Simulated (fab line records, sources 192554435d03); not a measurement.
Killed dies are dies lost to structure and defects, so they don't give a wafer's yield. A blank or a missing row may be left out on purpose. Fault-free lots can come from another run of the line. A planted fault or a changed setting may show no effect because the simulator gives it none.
Struck lot and sound lot, side by side / flow n5-finfet / 20 steps out of a route of 1938
Sound: the wafers L639.1, L639.2, L639.4. Struck: wafers L658.4, L658.5, L658.6. At the end, the cause is stated.
At each step with rows: each side's tool, then ch and its chambers, then its first start. Under that, the readings that differ: sound wafers / struck wafers / difference of the means / sigmas: that difference in standard deviations of wafers without a fault.
alike: words and numbers the same on both sides, and readings whose means are apart by under 2 such deviations; not compared: readings that were withheld, readings missing a value for some wafer, numbers with overlapping values and no deviation given by the record, and bounds like >300 which may hide the same value.
A row with sigmas, a row that says differs or no value, or rows on one side alone: a step with any of these is where the two part. Numbers that have no deviation but don't overlap get no sigmas and don't part them. A reading that every wafer of one side lacks parts them only if that side has two wafers or more.

N5_WELL_APT_RTA_34: time 10 s.
  sound on rtp-anneal-02 ch 0, day 2 15:43; struck on rtp-anneal-01 ch 0, day 7 10:13
  alike: anneal-temp-c-max, lamp-power-pct, wafer_temp_C_max
then, 4 steps without rows for these wafers: N5_WELL_APT_OXIDE_STRIP_42 (strips SiO2 in dHF, time 45 s, target depth 12 nm); N5_WELL_APT_PRECLEAN_36 (cleans in O3/DIW, time 45 s); N5_WELL_APT_PRECLEAN_39 (cleans in dHF, time 60 s); N5_WELL_APT_SRD_37 (time 30 s).
N5_WELL_APT_EPI_41: deposits Si from SiH4/H2, target thk 50 nm, time 297.7 s.
  sound on epi-rpcvd-03 ch 0, day 2 15:56; struck on epi-rpcvd-03 ch 0, day 7 10:48
  alike: throttle-valve-pct
N5_WELL_APT_INSPECT_38: inspects for defects (darkfield).
  sound on defect-inspect-01 at day 2 16:35; struck on defect-inspect-01 at day 7 11:14
  alike: raw-defect-count
N5_PMOS_HMC_CHANNEL_EPI_HM_DEP_34: deposits SiO2 from TEOS/O2, target thk 36 nm, time 6.9 s.
  sound on pecvd-02 ch 0,2, day 2 16:37; struck on pecvd-01 ch 0,1,2, day 7 11:17
reading=throttle-valve-pct (%); sound=18.9 17.4 17.4; struck=20.2 19.5 20.9; difference=+2.3; sigmas=+2
  alike: heater-power-w, showerhead-plenum-p-Torr, showerhead-vpp-V
then, 4 steps without rows for these wafers: N5_PMOS_HMC_CHANNEL_EPI_COAT_31 (time 60 s, resist thk 66 nm); N5_PMOS_HMC_CHANNEL_EPI_COAT_03 (resist thk 205 nm); N5_PMOS_HMC_CHANNEL_EPI_EBR_05; N5_PMOS_HMC_CHANNEL_EPI_SOFTBAKE_04 (time 60 s).
N5_PMOS_HMC_CHANNEL_EPI_EXPOSE_06: exposes mask PMOS HMC BLK, target cd 240 nm.
  sound on arfi-scanner-01 ch 0, day 2 16:46; struck on arfi-scanner-03 ch 0, day 7 11:34
reading=reticle-temp-C (C); sound=23.08 23.21 23.04; struck=22.84 22.88 22.87; difference=-0.25; sigmas=-2
reading=model.PMOS_HMC_CHANNEL_EPI.overlay-x-nm (nm); sound=0.05657 0.05657 0.05657; struck=29.2 29.2 29.2; difference=+29.1; sigmas=
  alike: mask
then, 2 steps without rows for these wafers: N5_PMOS_HMC_CHANNEL_EPI_PEB_07 (peb time 60 s); N5_PMOS_HMC_CHANNEL_EPI_DEVELOP_08 (develop time 30 s).
N5_PMOS_HMC_CHANNEL_EPI_CD_MEAS_09: the cd target is 237.4 nm.
  sound on cd-sem-03 ch 0, day 2 16:53; struck on cd-sem-01 ch 0, day 7 11:41
  alike: cd-nm
N5_PMOS_HMC_CHANNEL_EPI_OVL_MEAS_10:
  sound on overlay-02 ch 0, day 2 16:56; struck on overlay-02 ch 0, day 7 11:42
reading=PMOS_HMC_BLK_OVL (nm); sound=0.7 -0.6 -0.2; struck=28.7 27.5 29.5; difference=+28.6; sigmas=+34
N5_PMOS_HMC_CHANNEL_EPI_INSPECT_11: inspects for defects (macro).
  sound on defect-inspect-02 at day 2 16:57; struck on defect-inspect-01 at day 7 11:44
  alike: raw-defect-count
-- record jumps: 6 days separate the struck wafers' starts on either side; left off in module PMOS_HMC_CHANNEL_EPI, taken up again in module BEOL_M4, whose first shown step is the route's number 1111 --
N5_BEOL_M4_RC_MEAS_101:
  sound on prober-02 ch 0, day 8 09:47; struck on prober-01 ch 0, day 13 18:04
  alike: DIBL_N, DIBL_P, IOFF_N, IOFF_P, ION_N, ION_P, SS_N, SS_P, VT_N, VT_P
-- a jump in the record: the struck wafers' starts before and after are 4 days apart (it breaks off in module BEOL_M4 and resumes in module PASSIVATION, where the first step shown is number 1936 of the route) --
N5_PASSIVATION_PROBE_49:
  sound on prober-01 at day 12 15:19; struck on prober-01 at day 17 19:33
  alike: defect-limited-yield, killed_at_M0_to_M3, killed_at_M4_up, killed-at-contacts, killed-at-front-end, killed-at-other, killed-dies, killed-open, killed-short, sort_bin_5_function, sort_bin_6_memory, sort-n-pass, sort-yield-pct

## WHERE THEY PART
At N5_PMOS_HMC_CHANNEL_EPI_HM_DEP_34 first; at N5_PMOS_HMC_CHANNEL_EPI_OVL_MEAS_10 last (within this record only). Later steps at which nothing parts them and some readings are alike: N5_PMOS_HMC_CHANNEL_EPI_INSPECT_11, N5_BEOL_M4_RC_MEAS_101, N5_PASSIVATION_PROBE_49.

WHY: the cause the simulator had injected
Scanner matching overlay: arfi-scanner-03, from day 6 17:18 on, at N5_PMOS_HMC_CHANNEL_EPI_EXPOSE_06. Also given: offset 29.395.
